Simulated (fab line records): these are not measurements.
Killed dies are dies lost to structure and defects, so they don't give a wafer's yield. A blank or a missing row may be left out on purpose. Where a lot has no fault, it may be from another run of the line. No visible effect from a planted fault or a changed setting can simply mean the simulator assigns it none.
Chamber matching -- flow n5_finfet -- N5_FIN_CUT_CUT_ETCH_15 on rie_si-04 has 4 sister chambers
The step etches Si in HBr/Cl2/O2, target depth 100 nm, bt time 10 s, time 42.4 s. 8 wafers are shown with their chamber, then 7 later ones without.

EACH WAFER AND ITS CHAMBER
wafer,chamber,drypump_motor_current_A (A),oes_product_au (a.u.)
L074.3,0,5.2,0.993
L083.2,1,5.1,0.990
L083.3,2,6.1,1.016
L086.1,0,5.3,0.983
L086.4,3,5.9,1.011
L086.5,2,6.1,1.014
L088.3,3,5.9,1.017
L088.5,1,5.1,0.995

WAFERS WITHOUT THEIR CHAMBER
wafer,drypump_motor_current_A (A),oes_product_au (a.u.)
L088.6,6.2,1.018
L091.1,5.2,0.993
L091.4,6.1,1.025
L091.6,6.1,1.019
L092.2,5.9,1.007
L092.3,6.1,1.026
L092.6,5.2,0.991

CHAMBER TAKEN BY EACH
wafer,from the rows above,in truth
L088.6,2,2
L091.1,can't be placed: 0 or 1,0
L091.4,2,2
L091.6,2,2
L092.2,3,3
L092.3,2,2
L092.6,can't be placed: 0 or 1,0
Correctly placed: 5 of 7. Can't be placed from these rows: 2 (the true chamber is among the candidates in 2). 0 placed wrongly.
How it was worked out, from the rows above alone: a wafer's distance from a chamber is the root of the sum, over the readings, of the square of ((its reading less the chamber's mean) divided by the reading's scatter). If the next closest chamber is less than 2 further off than the closest, the wafer can't be placed; otherwise it belongs to the closest. A chamber's mean is the mean of its shown wafers. The scatter is the square root of a quotient: the sum, over the shown wafers, of each reading's squared deviation from its chamber's mean, divided by wafers minus chambers.
